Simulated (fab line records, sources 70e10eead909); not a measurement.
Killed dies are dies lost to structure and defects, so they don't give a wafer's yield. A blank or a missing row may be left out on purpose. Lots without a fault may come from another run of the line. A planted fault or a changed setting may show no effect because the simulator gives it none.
Chamber matching | flow nand_harc | NHARC_P_GATE_STRIP_108 on rie_diel-11: 4 sister chambers
The step strips in O2. 4 wafers are shown with their chamber, then 7 later ones without.

WAFERS WITH THEIR CHAMBER
wafer  | chamber | showerhead_plenum_p_Torr (Torr)
L081.6 | 2       | 3.59
L084.6 | 3       | 3.44
L093.1 | 0       | 3.65
L093.4 | 1       | 3.70

WAFERS WITHOUT THEIR CHAMBER
wafer  | showerhead_plenum_p_Torr (Torr)
L093.6 | 3.65
L095.1 | 3.65
L095.3 | 3.44
L095.6 | 3.58
L097.1 | 3.65
L097.2 | 3.44
L097.4 | 3.58

WHICH CHAMBER EACH WENT THROUGH
wafer  | from the rows above | in truth
L093.6 | 0                   | 0
L095.1 | 0                   | 0
L095.3 | 3                   | 3
L095.6 | 2                   | 2
L097.1 | 0                   | 0
L097.2 | 3                   | 3
L097.4 | 2                   | 2
Placed correctly: 7 of 7. Can't be placed from these rows: 0. Placed wrongly: 0.
How it was worked out, from the rows above alone: a wafer's distance from a chamber is the root of the sum, over the readings, of the square of ((its reading less the chamber's mean) divided by the reading's scatter). The wafer belongs to the nearest chamber; if the next one is less than 2 further off, it can't be placed. A chamber's mean is the mean of its shown wafers. The scatter: with one shown wafer a chamber, the root of the mean of the squares of how far each hidden wafer lies from its nearest shown one.
